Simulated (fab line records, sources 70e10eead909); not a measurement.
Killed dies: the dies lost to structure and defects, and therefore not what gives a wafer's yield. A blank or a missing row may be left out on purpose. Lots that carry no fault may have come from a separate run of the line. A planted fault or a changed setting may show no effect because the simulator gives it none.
Matching of chambers ; flow nand harc ; NHARC_A_CHANNEL_FILL_D2_CMP_10 on cmp-02: 4 sister chambers
The step polishes, target thk 150 nm. 16 wafers are shown with their chamber, then 8 later ones without.

== WAFERS, EACH WITH ITS CHAMBER ==
wafer;chamber;motor current A (A);time to endpoint s (s)
L074.3;0;12.0;14.8
L074.4;1;11.5;15.6
L074.5;0;11.6;14.7
L077.1;1;10.3;18.0
L077.2;0;12.1;14.0
L077.3;2;15.9;15.2
L079.1;0;11.7;13.7
L079.2;3;9.9;12.1
L079.3;1;10.9;14.5
L079.4;2;15.7;12.0
L079.5;3;9.5;11.4
L079.6;0;12.6;12.1
L084.1;2;15.1;10.9
L084.2;1;10.9;13.6
L084.3;3;9.7;8.6
L086.2;2;15.9;11.9

SIGNATURES, as means of the wafers listed above
reading;chamber 0;chamber 1;chamber 2;chamber 3;scatter within a chamber
motor current A;12.000;10.900;15.650;9.700;0.393
time to endpoint s;13.860;15.425;12.500;10.700;1.66
Rule: distance of a wafer from a chamber = root of the sum over the readings of ((wafer's reading minus chamber's mean) / reading's scatter) squared. The wafer belongs to the nearest chamber; if the next one is less than 2 further off, it can't be placed. The scatter: take each reading less its chamber's mean, square it, sum over the shown wafers, divide by the number of wafers less the number of chambers, and take the root.

== WAFERS MISSING THEIR CHAMBER ==
wafer;motor current A (A);time to endpoint s (s)
L086.3;12.3;11.7
L086.5;9.9;13.8
L089.1;10.3;10.7
L089.2;10.6;14.1
L089.3;11.2;13.0
L094.1;12.4;14.5
L094.3;15.8;12.3
L094.4;9.7;11.2

== THE CHAMBER EACH PASSED THROUGH ==
wafer;from the rows above;in truth
L086.3;0;0
L086.5;can't be placed: 3 or 1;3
L089.1;can't be placed: 3 or 1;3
L089.2;can't be placed: 1 or 3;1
L089.3;can't be placed: 1 or 0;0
L094.1;0;0
L094.3;2;2
L094.4;3;3
Placed correctly: 4 of 8. Not placeable from these rows: 4 (in 4, the candidates include the true chamber). Placed wrongly: 0.
